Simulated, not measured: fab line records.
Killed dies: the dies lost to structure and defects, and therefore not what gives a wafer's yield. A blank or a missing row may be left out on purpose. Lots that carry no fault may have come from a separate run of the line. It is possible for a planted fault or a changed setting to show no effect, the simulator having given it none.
Matching of chambers / flow n5_finfet / rie_diel-03 running N5_MOL_CONTACT_COAG_DESCUM_45: 4 sister chambers
The step chemistry O2, time 7 s. 16 wafers are shown with their chamber, then 8 later ones without.

EACH WAFER AND ITS CHAMBER
wafer=L078.1; chamber=2; showerhead_plenum_p_Torr (Torr)=2.00; throttle_valve_pct (%)=20.31; rf_vpp_V (V)=241.6
wafer=L078.3; chamber=0; showerhead_plenum_p_Torr (Torr)=2.07; throttle_valve_pct (%)=20.36; rf_vpp_V (V)=241.4
wafer=L078.5; chamber=3; showerhead_plenum_p_Torr (Torr)=1.99; throttle_valve_pct (%)=20.35; rf_vpp_V (V)=240.4
wafer=L083.1; chamber=2; showerhead_plenum_p_Torr (Torr)=2.00; throttle_valve_pct (%)=20.34; rf_vpp_V (V)=240.5
wafer=L083.2; chamber=3; showerhead_plenum_p_Torr (Torr)=1.98; throttle_valve_pct (%)=20.36; rf_vpp_V (V)=241.7
wafer=L083.6; chamber=1; showerhead_plenum_p_Torr (Torr)=2.20; throttle_valve_pct (%)=20.97; rf_vpp_V (V)=245.7
wafer=L085.1; chamber=2; showerhead_plenum_p_Torr (Torr)=1.99; throttle_valve_pct (%)=20.35; rf_vpp_V (V)=241.4
wafer=L085.3; chamber=3; showerhead_plenum_p_Torr (Torr)=1.98; throttle_valve_pct (%)=20.38; rf_vpp_V (V)=241.3
wafer=L085.6; chamber=2; showerhead_plenum_p_Torr (Torr)=1.99; throttle_valve_pct (%)=20.35; rf_vpp_V (V)=240.9
wafer=L089.1; chamber=0; showerhead_plenum_p_Torr (Torr)=2.06; throttle_valve_pct (%)=20.08; rf_vpp_V (V)=241.5
wafer=L089.3; chamber=3; showerhead_plenum_p_Torr (Torr)=1.98; throttle_valve_pct (%)=20.40; rf_vpp_V (V)=241.2
wafer=L089.4; chamber=2; showerhead_plenum_p_Torr (Torr)=1.99; throttle_valve_pct (%)=20.36; rf_vpp_V (V)=241.8
wafer=L090.1; chamber=1; showerhead_plenum_p_Torr (Torr)=2.19; throttle_valve_pct (%)=20.98; rf_vpp_V (V)=244.3
wafer=L090.2; chamber=0; showerhead_plenum_p_Torr (Torr)=2.06; throttle_valve_pct (%)=20.07; rf_vpp_V (V)=243.4
wafer=L090.6; chamber=1; showerhead_plenum_p_Torr (Torr)=2.19; throttle_valve_pct (%)=20.97; rf_vpp_V (V)=244.8
wafer=L092.1; chamber=2; showerhead_plenum_p_Torr (Torr)=1.99; throttle_valve_pct (%)=20.36; rf_vpp_V (V)=240.3

SIGNATURES, as means of the wafers listed above
reading=showerhead_plenum_p_Torr; chamber 0=2.0633; chamber 1=2.1933; chamber 2=1.9933; chamber 3=1.9825; scatter within a chamber=0.00534
reading=throttle_valve_pct; chamber 0=20.1700; chamber 1=20.9733; chamber 2=20.3450; chamber 3=20.3725; scatter within a chamber=0.0692
reading=rf_vpp_V; chamber 0=242.100; chamber 1=244.933; chamber 2=241.083; chamber 3=241.150; scatter within a chamber=0.725
Rule: for a wafer and a chamber, the distance is found by dividing, reading by reading, the gap between the wafer's reading and the chamber's mean by the reading's scatter, squaring, summing and taking the root. The wafer belongs to the nearest chamber; if the next one is less than 2 further off, it can't be placed. The scatter: the root of (the sum of the squares of (reading less its chamber's mean) over the shown wafers, divided by (wafers less chambers)).

WAFERS WITHOUT THEIR CHAMBER
wafer=L092.3; showerhead_plenum_p_Torr (Torr)=2.19; throttle_valve_pct (%)=21.00; rf_vpp_V (V)=244.3
wafer=L092.6; showerhead_plenum_p_Torr (Torr)=2.19; throttle_valve_pct (%)=20.99; rf_vpp_V (V)=244.6
wafer=L093.3; showerhead_plenum_p_Torr (Torr)=2.19; throttle_valve_pct (%)=21.00; rf_vpp_V (V)=245.4
wafer=L093.5; showerhead_plenum_p_Torr (Torr)=1.98; throttle_valve_pct (%)=20.40; rf_vpp_V (V)=241.9
wafer=L093.6; showerhead_plenum_p_Torr (Torr)=2.06; throttle_valve_pct (%)=20.08; rf_vpp_V (V)=243.7
wafer=L096.1; showerhead_plenum_p_Torr (Torr)=1.97; throttle_valve_pct (%)=20.40; rf_vpp_V (V)=242.1
wafer=L096.2; showerhead_plenum_p_Torr (Torr)=2.19; throttle_valve_pct (%)=21.00; rf_vpp_V (V)=242.9
wafer=L096.4; showerhead_plenum_p_Torr (Torr)=2.06; throttle_valve_pct (%)=20.11; rf_vpp_V (V)=242.8

WHICH CHAMBER EACH WENT THROUGH
wafer=L092.3; from the rows above=1; in truth=1
wafer=L092.6; from the rows above=1; in truth=1
wafer=L093.3; from the rows above=1; in truth=1
wafer=L093.5; from the rows above=can't be placed: 3 or 2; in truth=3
wafer=L093.6; from the rows above=0; in truth=0
wafer=L096.1; from the rows above=can't be placed: 3 or 2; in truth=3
wafer=L096.2; from the rows above=1; in truth=1
wafer=L096.4; from the rows above=0; in truth=0
Placed correctly: 6 of 8. Not placeable from these rows: 2 (in 2, the candidates include the true chamber). Wrongly placed: 0.
